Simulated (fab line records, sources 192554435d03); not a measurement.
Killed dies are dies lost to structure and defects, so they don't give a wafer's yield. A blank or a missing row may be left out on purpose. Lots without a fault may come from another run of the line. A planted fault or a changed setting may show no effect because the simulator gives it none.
Problem report in the 8D (eight disciplines) form, filled by code | flow n5_finfet | the parts of the form that need people (team, actions taken, sign-off) are left out

1. THE PROBLEM
killed_at_M4_up at N5_PASSIVATION_PROBE_49 reads a mean of 80 on 6 wafers of 2 lots; wafers without a fault read 13 with a standard deviation of 5.4. That is +12 standard deviations from the usual mean.
First seen on wafer L252.1, day 14 00:37, on prober-02. The record holds 30 wafers of 11 lots with a number at this step. Rule for "out", or "out of limits": more than 4 standard deviations from the usual mean. The other wafers with a number count as sound.

2. WHAT IT IS AND WHAT IT IS NOT
question                    | is                     | is not
which readings at this step | killed_at_M4_up        | killed_at_M0_to_M3, killed_at_front_end, killed_at_other, killed_short, sort_bin_6_memory, sort_bin_8_speed
which lots                  | L252, L253             | L244, L245, L246, L258, L261, L262, L264, L265, L266
which wafers of those lots  | all that have a number | -
read on which tools         | prober-01, prober-02   | -
when                        | from day 14 00:37      | up to then (8 sound wafers); but 16 sound wafers of L258, L261, L262, L264, L265, L266 came after

3. SUSPECTS, AND WHAT RULES EACH OUT
Counting: a tool at a process step up to the reading stays a suspect if it ran every lot that is out and no sound lot after the first of them.
- rie_diel-02 at N5_BEOL_M6_ETCH_66 (etches SOC in N2/H2, target depth 80 nm, overetch 16 nm, time 120 s): ruled out as a lasting fault. Sound lots L261, L265, L266 ran on it after its first lot that is out, L252 (day 10 16:14).
Left after counting: nothing in the record.

4. THE CAUSE (what the simulator had put in)
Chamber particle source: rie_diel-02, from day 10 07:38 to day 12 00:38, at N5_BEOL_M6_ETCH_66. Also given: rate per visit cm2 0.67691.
Counting ruled it out, wrongly: the rule takes a fault to strike every lot that its tool runs from its start on, and this one did not.

5. THE CHAIN OF EFFECTS, in route order
Each row: a reading whose mean over the struck wafers that have a number lies more than 3 standard deviations from the usual. Only readings for which the record gives a usual standard deviation are gone through. hours: the time from each lot's start at the first step in this table that gives one to its start at this step, as a median over the lots. sigmas: the change in usual standard deviations.
hours | step                    | reading         | usual | on struck wafers | change | sigmas
0     | N5_PASSIVATION_PROBE_49 | killed_at_M4_up | 13    | 80               | +67    | +12
0     | N5_PASSIVATION_PROBE_49 | killed_on_rim   | 14    | 27               | +13    | +3.2
The process steps in it:
- N5_PASSIVATION_PROBE_49

6. WHAT WOULD HAVE CAUGHT IT SOONER
In this record the first reading out of limits was taken at day 14 00:37, 89 hours after the fault began at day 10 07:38.
Of the tool readings at N5_BEOL_M6_ETCH_66 for which the record gives a usual standard deviation, none was out on any struck wafer, so an alarm limit of 4 standard deviations on them would not have fired.
